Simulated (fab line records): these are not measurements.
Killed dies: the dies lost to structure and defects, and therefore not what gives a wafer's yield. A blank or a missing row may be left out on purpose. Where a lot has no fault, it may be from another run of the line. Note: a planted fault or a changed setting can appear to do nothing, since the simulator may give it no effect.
The tool behind it: which one? + flow n5Finfet + 27 wafers from 9 lots sampled at 6 of the route's 1938 steps

== WHAT EACH GAUGE READ, for each wafer ==
No reading from a measuring or inspecting step in the record can be judged against a usual standard deviation.

== TOOL THAT RAN EACH LOT (tool first, then ch and the chambers of the sampled wafers, then the start) ==
| lot  | N5_BEOL_M10_CURE_72          | N5_BEOL_M10_ALD_74                 | N5_BEOL_M10_ANNEAL_51           | N5_BEOL_M11_COAT_60              | N5_BEOL_M11_ETCH_61               | N5_PASSIVATION_PROBE_49 |
|------|------------------------------|------------------------------------|---------------------------------|----------------------------------|-----------------------------------|-------------------------|
| L186 | uvCure-01 ch 2, day 10 05:17 | aldMetal-02 ch 0,1, day 10 07:20   | rtpAnneal-02 ch 0, day 10 08:29 | lithoTrack-01 ch 0, day 10 10:55 | rieDiel-01 ch 0,1, day 10 11:24   | prober-01, day 12 07:43 |
| L184 | uvCure-03 ch 2, day 10 14:30 | aldMetal-01 ch 0,2,3, day 10 15:10 | rtpAnneal-02 ch 0, day 10 16:22 | lithoTrack-01 ch 0, day 10 18:55 | rieDiel-03 ch 2,3, day 10 20:25   | prober-02, day 12 17:44 |
| L185 | uvCure-02 ch 1, day 10 14:43 | aldMetal-03 ch 2,3, day 10 15:15   | rtpAnneal-01 ch 0, day 10 16:25 | lithoTrack-03 ch 0, day 10 18:41 | rieDiel-01 ch 0,2, day 10 20:00   | prober-01, day 12 22:55 |
| L190 | uvCure-01 ch 1, day 11 19:02 | aldMetal-02 ch 0,2, day 11 19:56   | rtpAnneal-01 ch 0, day 11 20:38 | lithoTrack-03 ch 0, day 12 01:17 | rieDiel-03 ch 0,3, day 12 01:39   | prober-02, day 14 01:12 |
| L196 | uvCure-02 ch 0, day 12 23:31 | aldMetal-01 ch 0,2,3, day 13 00:09 | rtpAnneal-01 ch 0, day 13 01:33 | lithoTrack-01 ch 0, day 13 05:31 | rieDiel-02 ch 1,2,3, day 13 06:15 | prober-02, day 15 08:38 |
| L197 | uvCure-02 ch 2, day 13 10:22 | aldMetal-03 ch 0,3, day 13 10:47   | rtpAnneal-01 ch 0, day 13 11:37 | lithoTrack-01 ch 0, day 13 14:10 | rieDiel-02 ch 0,1,2, day 13 14:43 | prober-02, day 15 13:49 |
| L198 | uvCure-01 ch 1, day 13 16:38 | aldMetal-02 ch 0,3, day 13 17:15   | rtpAnneal-02 ch 0, day 13 18:58 | lithoTrack-03 ch 0, day 13 21:05 | rieDiel-02 ch 0,1,3, day 13 21:26 | prober-02, day 15 23:13 |
| L205 | uvCure-02 ch 0, day 15 09:31 | aldMetal-03 ch 0,1,2, day 15 10:09 | rtpAnneal-02 ch 0, day 15 11:03 | lithoTrack-03 ch 0, day 15 13:40 | rieDiel-01 ch 1,2,3, day 15 14:09 | prober-01, day 17 11:04 |
| L204 | uvCure-01 ch 1, day 15 09:31 | aldMetal-01 ch 0,1,3, day 15 10:19 | rtpAnneal-02 ch 0, day 15 11:30 | lithoTrack-02 ch 0, day 15 13:52 | rieDiel-02 ch 0,2, day 15 14:25   | prober-02, day 17 13:02 |
- N5_BEOL_M10_CURE_72: cures SiCOH lowk, time 120 s.
- N5_BEOL_M10_ALD_74: deposits TaN, target thk 2 nm, pulse time 2 s, purge time 3 s.
- N5_BEOL_M10_ANNEAL_51: time 90 s.
- N5_BEOL_M11_COAT_60: time 60 s, resist thk 30 nm.
- N5_BEOL_M11_ETCH_61: etches SiARC in CF4, target depth 39 nm, time 65 s.
- N5_PASSIVATION_PROBE_49

== AS READ BY THE TOOLS THEMSELVES (means over the sampled wafers that have a number; for cases with no such wafer, the mark the record gives instead) ==
N5_BEOL_M10_CURE_72. Usual: lampPowerPct 52.31 %, standard deviation 0.051; wafer_temp_C_max 372.1, standard deviation 0.63.
| lot  | tool      | lampPowerPct (%) | wafer_temp_C_max | flag |
|------|-----------|------------------|------------------|------|
| L186 | uvCure-01 | 52.32            | 372.5            |      |
| L184 | uvCure-03 | 52.28            | 372.6            |      |
| L185 | uvCure-02 | 52.34            | 372.2            |      |
| L190 | uvCure-01 | 52.33            | 371.4            |      |
| L196 | uvCure-02 | 52.36            | 371.2            |      |
| L197 | uvCure-02 | 52.35            | 372.7            |      |
| L198 | uvCure-01 | 52.36            | 372.2            |      |
| L205 | uvCure-02 | 52.33            | 371.3            |      |
| L204 | uvCure-01 | 52.33            | 371.8            |      |

N5_BEOL_M10_ALD_74. Usual: heaterPowerW at 391 W, with a standard deviation of 48.
| lot  | tool        | heaterPowerW (W) | flag |
|------|-------------|------------------|------|
| L186 | aldMetal-02 | 348              |      |
| L184 | aldMetal-01 | 372              |      |
| L185 | aldMetal-03 | 361              |      |
| L190 | aldMetal-02 | 386              |      |
| L196 | aldMetal-01 | 376              |      |
| L197 | aldMetal-03 | 423              |      |
| L198 | aldMetal-02 | 411              |      |
| L205 | aldMetal-03 | 410              |      |
| L204 | aldMetal-01 | 381              |      |

N5_BEOL_M10_ANNEAL_51. Usual: wafer_temp_C_max at 226.1, with a standard deviation of 0.38.
| lot  | tool         | wafer_temp_C_max | flag |
|------|--------------|------------------|------|
| L186 | rtpAnneal-02 | 225.6            |      |
| L184 | rtpAnneal-02 | 225.9            |      |
| L185 | rtpAnneal-01 | 226.0            |      |
| L190 | rtpAnneal-01 | 226.5            |      |
| L196 | rtpAnneal-01 | 226.5            |      |
| L197 | rtpAnneal-01 | 226.8            |      |
| L198 | rtpAnneal-02 | 225.7            |      |
| L205 | rtpAnneal-02 | 225.6            |      |
| L204 | rtpAnneal-02 | 225.8            |      |

N5_BEOL_M11_COAT_60. Usual: exhaustPa 45.1 Pa, standard deviation 0.87; spinSpeedRpm 1499.9 rpm, standard deviation 1.3.
| lot  | tool          | exhaustPa (Pa) | spinSpeedRpm (rpm) | flag |
|------|---------------|----------------|--------------------|------|
| L186 | lithoTrack-01 | 43.8           | 1498.9             |      |
| L184 | lithoTrack-01 | 44.4           | 1499.6             |      |
| L185 | lithoTrack-03 | 44.8           | 1500.8             |      |
| L190 | lithoTrack-03 | 45.5           | 1499.5             |      |
| L196 | lithoTrack-01 | 46.6           | 1197.0             | OFF  |
| L197 | lithoTrack-01 | 45.1           | 1198.1             | OFF  |
| L198 | lithoTrack-03 | 44.6           | 1500.4             |      |
| L205 | lithoTrack-03 | 45.4           | 1498.8             |      |
| L204 | lithoTrack-02 | 44.8           | 1500.3             |      |

N5_BEOL_M11_ETCH_61. Usual: drypumpMotorCurrentA 5.8 A, standard deviation 0.41; etchRfOnTimeS 64.4 s, standard deviation 2.1; oesProductAu 0.68 a.u., standard deviation 0.083; rfVppV 184.1 V, standard deviation 1.1; showerheadPlenumPTorr 2.14 Torr, standard deviation 0.057; throttleValvePct 15.6 %, standard deviation 0.33.
| lot  | tool       | drypumpMotorCurrentA (A) | etchRfOnTimeS (s) | oesProductAu (a.u.) | rfVppV (V) | showerheadPlenumPTorr (Torr) | throttleValvePct (%) | flag |
|------|------------|--------------------------|-------------------|---------------------|------------|------------------------------|----------------------|------|
| L186 | rieDiel-01 | 5.3                      | 63.0              | 0.69                | 184.6      | 2.18                         | 15.5                 |      |
| L184 | rieDiel-03 | 6.5                      | 65.3              | 0.66                | 183.2      | 2.18                         | 15.6                 |      |
| L185 | rieDiel-01 | 5.3                      | 62.9              | 0.69                | 185.1      | 2.17                         | 15.7                 |      |
| L190 | rieDiel-03 | 6.4                      | 68.6              | 0.68                | 185.3      | 2.24                         | 15.4                 |      |
| L196 | rieDiel-02 | 5.8                      | 73.4              | 0.59                | 184.9      | 2.12                         | 16.0                 | OFF  |
| L197 | rieDiel-02 | 5.9                      | 71.8              | 0.66                | 183.3      | 2.14                         | 15.7                 | OFF  |
| L198 | rieDiel-02 | 5.8                      | 64.0              | 0.64                | 184.1      | 2.10                         | 15.8                 |      |
| L205 | rieDiel-01 | 5.8                      | 63.9              | 0.75                | 182.7      | 2.10                         | 15.4                 |      |
| L204 | rieDiel-02 | 6.0                      | 61.9              | 0.71                | 184.5      | 2.17                         | 15.5                 |      |

N5_PASSIVATION_PROBE_49. Usual: defectLimitedYield 91.4 %, standard deviation 1.5; killed_at_M0_to_M3 36, standard deviation 11; killed_at_M4_up 14, standard deviation 6; killedAtContacts 11, standard deviation 6; killedAtFrontEnd 37, standard deviation 11; killedAtOther 4, standard deviation 3.4; killedDies 102, standard deviation 18; killedOpen 66, standard deviation 13; killedShort 34, standard deviation 7.8; sort_bin_5_function 5.0 %, standard deviation 0.97; sort_bin_6_memory 3.2 %, standard deviation 0.7; sortNPass 1078, standard deviation 19; sortYieldPct 91.3 %, standard deviation 1.6.
| lot  | tool      | defectLimitedYield (%) | killed_at_M0_to_M3 | killed_at_M4_up | killedAtContacts | killedAtFrontEnd | killedAtOther | killedDies | killedOpen | killedShort | sort_bin_5_function (%) | sort_bin_6_memory (%) | sortNPass | sortYieldPct (%) | flag |
|------|-----------|------------------------|--------------------|-----------------|------------------|------------------|---------------|------------|------------|-------------|-------------------------|-----------------------|-----------|------------------|------|
| L186 | prober-01 | 92.0                   | 32                 | 17              | 10               | 30               | 6             | 95         | 57         | 34          | 4.6                     | 3.1                   | 1085      | 92.0             |      |
| L184 | prober-02 | 91.1                   | 36                 | 17              | 9                | 38               | 4             | 105        | 72         | 31          | 5.3                     | 3.4                   | 1075      | 91.1             |      |
| L185 | prober-01 | 93.0                   | 26                 | 12              | 8                | 33               | 4             | 83         | 52         | 28          | 3.9                     | 2.7                   | 1097      | 93.0             |      |
| L190 | prober-02 | 90.5                   | 41                 | 11              | 18               | 40               | 3             | 112        | 78         | 33          | 5.6                     | 3.6                   | 1068      | 90.5             |      |
| L196 | prober-02 | 91.4                   | 36                 | 17              | 6                | 39               | 4             | 102        | 58         | 43          | 4.9                     | 3.4                   | 1078      | 91.4             |      |
| L197 | prober-02 | 91.5                   | 31                 | 18              | 11               | 39               | 2             | 101        | 64         | 35          | 4.9                     | 3.3                   | 1079      | 91.5             |      |
| L198 | prober-02 | 90.7                   | 33                 | 28              | 13               | 33               | 2             | 110        | 74         | 35          | 5.6                     | 3.3                   | 1070      | 90.7             |      |
| L205 | prober-01 | 92.0                   | 27                 | 12              | 14               | 40               | 1             | 94         | 63         | 29          | 4.9                     | 2.6                   | 1086      | 92.0             |      |
| L204 | prober-02 | 91.8                   | 30                 | 12              | 9                | 36               | 9             | 96         | 68         | 26          | 4.7                     | 3.2                   | 1084      | 91.8             |      |

== THE ANSWER, worked out from the rows above alone ==
Rule: a lot counts as off when the mean over its wafers that have a number is more than 3 standard deviations away from the usual mean. A lot without any number at a reading at which 4 lots or more have one is off too. All remaining lots with rows at the step are treated as sound. The gauges are gone through in route order, then the tools' own readings, and for those a lot's mean is taken as printed above. At the first step where some lot is off, the reading lying furthest off is the one used; lots without a number count as furthest.
Off: L196, L197, at N5_BEOL_M11_COAT_60 (spinSpeedRpm).
If a tool, at that step or one of the process steps before it, ran each lot that is off and ran no sound lot following the first of them, it fits. Undecided on this evidence; 2 tools fit (rtpAnneal-01 at N5_BEOL_M10_ANNEAL_51, lithoTrack-01 at N5_BEOL_M11_COAT_60).

== WHAT THE SIMULATOR HAD INSERTED ==
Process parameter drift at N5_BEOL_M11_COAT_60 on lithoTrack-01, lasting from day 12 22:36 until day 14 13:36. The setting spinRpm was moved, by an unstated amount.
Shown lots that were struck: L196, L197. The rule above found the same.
